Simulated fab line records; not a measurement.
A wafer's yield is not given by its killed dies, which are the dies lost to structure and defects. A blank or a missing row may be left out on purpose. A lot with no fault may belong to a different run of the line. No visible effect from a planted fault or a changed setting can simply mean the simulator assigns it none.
A lot that was struck, set against a sound lot ; flow n5-finfet ; 16 out of 1938 route steps
Sound: wafers L534.3, L534.4, L534.6. Struck: wafer L547.3; the same lot's L547.4 was not struck, so it is left out; see the end for the cause.
Order at every step that has rows: each side's tool, ch and its chambers, its first start. Under that, the readings that differ: sound wafers ; struck wafers ; difference of the means ; sigmas: that difference in standard deviations of wafers without a fault.
alike: words and numbers the same on both sides, and readings whose means are apart by under 2 such deviations; not compared: readings that were withheld, readings missing a value for some wafer, numbers with overlapping values and no deviation given by the record, and bounds like >300 which may hide the same value.
A row with sigmas, a row that says differs or no value, or rows on one side alone: a step with any of these is where the two part. Non-overlapping numbers with no deviation appear without sigmas and do not part them. A reading missing from all wafers of one side parts the sides only when that side holds two or more wafers.

N5_DUMMY_GATE_ETCH_23: etches poly-Si in HBr/Cl2/O2, target depth 41 nm, time 22.3 s.
  sound on rie-si-02 ch 0,2,3, day 2 22:05; struck on rie-si-01 ch 3, day 6 06:18
  alike: O2_flow_sccm, chamber-pressure-mTorr, drypump-motor-current-A, oes-product-au, throttle-valve-pct
  not compared: rf-hours-counter-h
N5_DUMMY_GATE_ETCH_44: etches poly-Si in HBr/O2, stops on SiO2, target depth 127.5 nm.
  sound on rie-si-02 ch 0,2,3, day 2 22:09; struck on rie-si-01 ch 3, day 6 06:22
  alike: O2_flow_sccm, chamber-pressure-mTorr, drypump-motor-current-A, oes-product-au, throttle-valve-pct
  not compared: rf-hours-counter-h
N5_DUMMY_GATE_CD_MEAS_24: target cd 15 nm.
  sound: cd-sem-01 at day 2 22:16; struck: cd-sem-01 at day 6 06:28
  alike: cd-nm
then, 1 step without rows for these wafers: N5_DUMMY_GATE_ETCH_42 (etches SiO2 in CHF3/O2, target depth 3.5 nm, time 31 s).
N5_DUMMY_GATE_STRIP_48: strips in N2/H2, time 20 s.
  sound on rie-diel-06 ch 0,2, day 2 22:22; struck on rie-diel-04 ch 1, day 6 06:46
reading;sound;struck;difference;sigmas
temp-c (C);40.00 40.04 39.95;40.27;+0.27;+3
  alike: bias-power-w, chamber-pressure-mTorr, drypump-motor-current-A, oes-product-au, rf-vpp-V, showerhead-plenum-p-Torr, throttle-valve-pct
  not compared: rf-hours-counter-h
then, 5 steps without rows for these wafers: N5_DUMMY_GATE_PRECLEAN_33 (cleans in dHF, time 10 s); N5_DUMMY_GATE_PRECLEAN_25 (cleans in O3/DIW, time 45 s); N5_DUMMY_GATE_PRECLEAN_51 (cleans in SC2, time 45 s); N5_DUMMY_GATE_SRD_26 (time 30 s); N5_DUMMY_GATE_UV_OZONE_45 (time 120 s).
N5_DUMMY_GATE_INSPECT_27: inspects for defects (brightfield).
  sound: defect-inspect-01 at day 2 22:34; struck: defect-inspect-01 at day 6 06:56
  alike: raw-defect-count
N5_SPACER0_ALD_07: deposits SiNx, target thk 2 nm.
  sound on ald-sin-01 ch 2,3, day 2 22:58; struck on ald-sin-03 ch 0, day 6 06:59
reading;sound;struck;difference;sigmas
heater-power-w (W);644 744 658;934;+252;+3
  alike: chamber-pressure-Torr
N5_SPACER0_ALD_00: deposits SiOCN, target thk 3.5 nm, pulse time 3 s, purge time 2 s.
  sound on ald-sin-01 ch 2,3, day 2 23:07; struck on ald-sin-03 ch 0, day 6 07:08
reading;sound;struck;difference;sigmas
ald-cycles;58 58 58;61;+3;
chamber-pressure-Torr (Torr);1.999 1.998 1.997;2.011;+0.013;+3
heater-power-w (W);648 725 651;931;+256;+3
precursor-pulse-height-rel;1.037 0.981 0.989;0.964;-0.038;-2
N5_SPACER0_ALD_08: deposits SiNx, target thk 2 nm.
  sound on ald-sin-01 ch 2,3, day 2 23:22; struck on ald-sin-03 ch 0, day 6 07:23
reading;sound;struck;difference;sigmas
heater-power-w (W);678 735 642;909;+224;+3
  alike: chamber-pressure-Torr
-- the record jumps here: 5 days lie between the struck wafers' starts before and after (it left off in module SPACER0 and takes up again in module BEOL_M4, whose first step shown is number 1111 of the route) --
N5_BEOL_M4_RC_MEAS_101:
  sound on prober-01 ch 0, day 8 11:59; struck on prober-01 ch 0, day 11 02:04
  alike: DIBL_N, DIBL_P, IOFF_N, IOFF_P, ION_N, ION_P, SS_N, SS_P, VT_N, VT_P
-- the record jumps here: 4 days lie between the struck wafers' starts before and after (it left off in module BEOL_M4 and takes up again in module PASSIVATION, whose first step shown is number 1936 of the route) --
N5_PASSIVATION_PROBE_49:
  only the struck wafers here have rows in the record (prober-02, day 15 14:01); the sound ones have none

== WHERE THEY PART ==
Earliest at N5_DUMMY_GATE_STRIP_48; latest, in this record, at N5_PASSIVATION_PROBE_49.

WHY: whatever the simulator had introduced
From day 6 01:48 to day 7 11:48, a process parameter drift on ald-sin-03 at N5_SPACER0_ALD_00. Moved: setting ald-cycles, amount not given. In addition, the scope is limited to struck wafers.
